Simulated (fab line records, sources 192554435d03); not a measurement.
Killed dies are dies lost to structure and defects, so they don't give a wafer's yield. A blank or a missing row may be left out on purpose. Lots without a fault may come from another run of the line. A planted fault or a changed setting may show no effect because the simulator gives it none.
Tool commonality check | flow n5_finfet | 10 lots, 30 wafers sampled

WHY IT WAS OPENED
At N5_BEOL_M6_INSPECT_58 the reading raw_defect_count is flagged on 2 of 10 lots. Wafers without a fault read 71, standard deviation 23.
Rule: a lot is flagged when every wafer of it that has a number lies more than 4 standard deviations from that mean, or none has a number. The other lots count as sound.

lot  | measured     | on                | raw_defect_count, wafer by wafer | flag
L510 | day 8 19:02  | defect_inspect-02 | 67 72 116                        |
L517 | day 10 11:13 | defect_inspect-02 | 66 71 63                         |
L518 | day 10 18:00 | defect_inspect-01 | 91 89 70                         |
L521 | day 11 16:55 | defect_inspect-02 | 65 70 68                         |
L523 | day 12 04:10 | defect_inspect-02 | 1155 1191 1116                   | FLAGGED
L525 | day 12 05:15 | defect_inspect-02 | 1139 1158 1162                   | FLAGGED
L526 | day 13 10:04 | defect_inspect-02 | 84 42 49                         |
L529 | day 14 13:22 | defect_inspect-01 | 105 102 44                       |
L533 | day 14 19:26 | defect_inspect-02 | 70 106 82                        |
L531 | day 14 21:14 | defect_inspect-01 | 65 73 81                         |
The numbers of the flagged lots are 1154 on average: +1082 against the usual, or +47 standard deviations.

WHICH TOOL RAN EACH LOT
The record holds 4 process steps before the reading, out of a route of 1938 steps. In each cell: the tool, then ch and the chambers that the sampled wafers went through, then the start.
lot  | flag    | N5_BEOL_M6_VIA_ETCH_34             | N5_BEOL_M6_PRE_CLEAN_45      | N5_BEOL_M6_ALD_77                   | N5_BEOL_M6_DEP_56
L510 |         | rie_diel-04 ch 0,1,3, day 8 16:34  | pvd_sputter-03, day 8 17:27  | ald_metal-04 ch 0,1,2, day 8 17:32  | pecvd-02 ch 1,2, day 8 18:56
L517 |         | rie_diel-03 ch 1,2,3, day 10 06:44 | pvd_sputter-03, day 10 07:39 | ald_metal-04 ch 0,2,3, day 10 07:43 | pecvd-02 ch 0,1,2, day 10 11:08
L518 |         | rie_diel-04 ch 0,2, day 10 15:12   | pvd_sputter-03, day 10 16:01 | ald_metal-04 ch 0,3, day 10 16:05   | pecvd-03 ch 0,1,2, day 10 17:54
L521 |         | rie_diel-05 ch 1,2,3, day 11 13:48 | pvd_sputter-02, day 11 14:44 | ald_metal-03 ch 0,1,2, day 11 14:49 | pecvd-03 ch 0,1, day 11 16:49
L523 | FLAGGED | rie_diel-05 ch 1,2,3, day 12 01:09 | pvd_sputter-02, day 12 02:15 | ald_metal-01 ch 2,3, day 12 02:19   | pecvd-02 ch 0,1,2, day 12 04:05
L525 | FLAGGED | rie_diel-05 ch 0,2,3, day 12 01:36 | pvd_sputter-02, day 12 02:31 | ald_metal-03 ch 0,1,2, day 12 02:35 | pecvd-02 ch 1,2, day 12 05:10
L526 |         | rie_diel-04 ch 1,2,3, day 13 07:20 | pvd_sputter-01, day 13 08:13 | ald_metal-03 ch 0,1, day 13 08:19   | pecvd-03 ch 1,2, day 13 09:58
L529 |         | rie_diel-03 ch 2,3, day 14 10:16   | pvd_sputter-03, day 14 11:16 | ald_metal-04 ch 0,3, day 14 11:21   | pecvd-03 ch 0,1, day 14 13:17
L533 |         | rie_diel-03 ch 1,2,3, day 14 16:58 | pvd_sputter-01, day 14 17:50 | ald_metal-01 ch 1,2,3, day 14 17:55 | pecvd-03 ch 0,1,2, day 14 19:20
L531 |         | rie_diel-03 ch 0,3, day 14 17:22   | pvd_sputter-01, day 14 18:10 | ald_metal-01 ch 1,2, day 14 18:14   | pecvd-02 ch 0,2, day 14 21:08
What these steps do:
- N5_BEOL_M6_VIA_ETCH_34: etches SiCOH lowk in C4F6/O2, target depth 126.3 nm, time 50.9 s.
- N5_BEOL_M6_PRE_CLEAN_45: time 30 s.
- N5_BEOL_M6_ALD_77: deposits TaN, target thk 2 nm, pulse time 2 s, purge time 3 s.
- N5_BEOL_M6_DEP_56: deposits SiCN from 3MS/NH3, target thk 10 nm, time 17.5 s.
- N5_BEOL_M6_INSPECT_58: inspects for defects (darkfield).

FLAGGED OVER TOTAL, TOOL BY TOOL (the gauges that took the reading come last)
step                    | tool              | lots run | flagged | share of the flagged lots | sound lots run after its first flagged lot
N5_BEOL_M6_VIA_ETCH_34  | rie_diel-03       | 4        | 0       | none                      | -
N5_BEOL_M6_VIA_ETCH_34  | rie_diel-04       | 3        | 0       | none                      | -
N5_BEOL_M6_VIA_ETCH_34  | rie_diel-05       | 3        | 2       | all                       | 0
N5_BEOL_M6_PRE_CLEAN_45 | pvd_sputter-01    | 3        | 0       | none                      | -
N5_BEOL_M6_PRE_CLEAN_45 | pvd_sputter-02    | 3        | 2       | all                       | 0
N5_BEOL_M6_PRE_CLEAN_45 | pvd_sputter-03    | 4        | 0       | none                      | -
N5_BEOL_M6_ALD_77       | ald_metal-01      | 3        | 1       | some                      | 2 (L533,L531)
N5_BEOL_M6_ALD_77       | ald_metal-03      | 3        | 1       | some                      | 1 (L526)
N5_BEOL_M6_ALD_77       | ald_metal-04      | 4        | 0       | none                      | -
N5_BEOL_M6_DEP_56       | pecvd-02          | 5        | 2       | all                       | 1 (L531)
N5_BEOL_M6_DEP_56       | pecvd-03          | 5        | 0       | none                      | -
N5_BEOL_M6_INSPECT_58   | defect_inspect-01 | 3        | 0       | none                      | -
N5_BEOL_M6_INSPECT_58   | defect_inspect-02 | 7        | 2       | all                       | 2 (L526,L533)

WHAT THE TABLE ALLOWS
4 rows of the table ran every flagged lot: rie_diel-05 at N5_BEOL_M6_VIA_ETCH_34, pvd_sputter-02 at N5_BEOL_M6_PRE_CLEAN_45, pecvd-02 at N5_BEOL_M6_DEP_56, defect_inspect-02 at N5_BEOL_M6_INSPECT_58.
- rie_diel-05 at N5_BEOL_M6_VIA_ETCH_34: 2 of its 3 lots flagged. Its last sound lot is L521 (day 11 13:48), its first flagged lot L523 (day 12 01:09): a fault that began between those two fits.
- pvd_sputter-02 at N5_BEOL_M6_PRE_CLEAN_45: 2 of its 3 lots flagged. Its last sound lot is L521 (day 11 14:44), its first flagged lot L523 (day 12 02:15): a fault that began between those two fits.
- pecvd-02 at N5_BEOL_M6_DEP_56: 2 of its 5 lots flagged. Sound lots ran on it after the first flagged one (L531), which a lasting fault on the whole tool wouldn't allow.
- defect_inspect-02 at N5_BEOL_M6_INSPECT_58: 2 of its 7 lots flagged. Sound lots ran on it after the first flagged one (L526, L533), which a lasting fault on the whole tool wouldn't allow.
Counting lots can't tell these 2 tools apart, because each fits a fault that began at some hour. More lots, or a look at what each step does to the wafer, might.

WHAT THE SIMULATOR HAD PUT IN
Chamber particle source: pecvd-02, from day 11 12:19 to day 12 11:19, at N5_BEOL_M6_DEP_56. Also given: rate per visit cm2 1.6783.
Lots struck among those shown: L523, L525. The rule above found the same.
